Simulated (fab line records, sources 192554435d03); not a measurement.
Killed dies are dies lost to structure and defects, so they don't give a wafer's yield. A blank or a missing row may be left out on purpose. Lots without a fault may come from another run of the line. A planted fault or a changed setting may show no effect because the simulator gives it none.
Chamber matching | flow n5_finfet | N5_BEOL_M12_ETCH_67 on rie_diel-02: 4 sister chambers
The step etches SiARC in CF4, target depth 143 nm, time 238.3 s. 4 wafers are shown with their chamber, then 7 later ones without.

WAFERS WITH THEIR CHAMBER
wafer  | chamber | showerhead_plenum_p_Torr (Torr)
L082.3 | 1       | 2.15
L084.4 | 2       | 2.21
L086.2 | 0       | 2.12
L086.4 | 3       | 2.11

WAFERS WITHOUT THEIR CHAMBER
wafer  | showerhead_plenum_p_Torr (Torr)
L086.5 | 2.14
L090.3 | 2.11
L090.4 | 2.21
L090.6 | 2.11
L093.1 | 2.14
L093.2 | 2.11
L093.6 | 2.11

WHICH CHAMBER EACH WENT THROUGH
wafer  | from the rows above     | in truth
L086.5 | can't be placed: 1 or 0 | 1
L090.3 | can't be placed: 3 or 0 | 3
L090.4 | 2                       | 2
L090.6 | can't be placed: 3 or 0 | 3
L093.1 | can't be placed: 1 or 0 | 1
L093.2 | can't be placed: 3 or 0 | 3
L093.6 | can't be placed: 3 or 0 | 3
Placed correctly: 1 of 7. Can't be placed from these rows: 6 (the true chamber is among the candidates in 6). Placed wrongly: 0.
How it was worked out, from the rows above alone: a wafer's distance from a chamber is the root of the sum, over the readings, of the square of ((its reading less the chamber's mean) divided by the reading's scatter). The wafer belongs to the nearest chamber; if the next one is less than 2 further off, it can't be placed. A chamber's mean is the mean of its shown wafers. The scatter: with one shown wafer a chamber, the root of the mean of the squares of how far each hidden wafer lies from its nearest shown one.
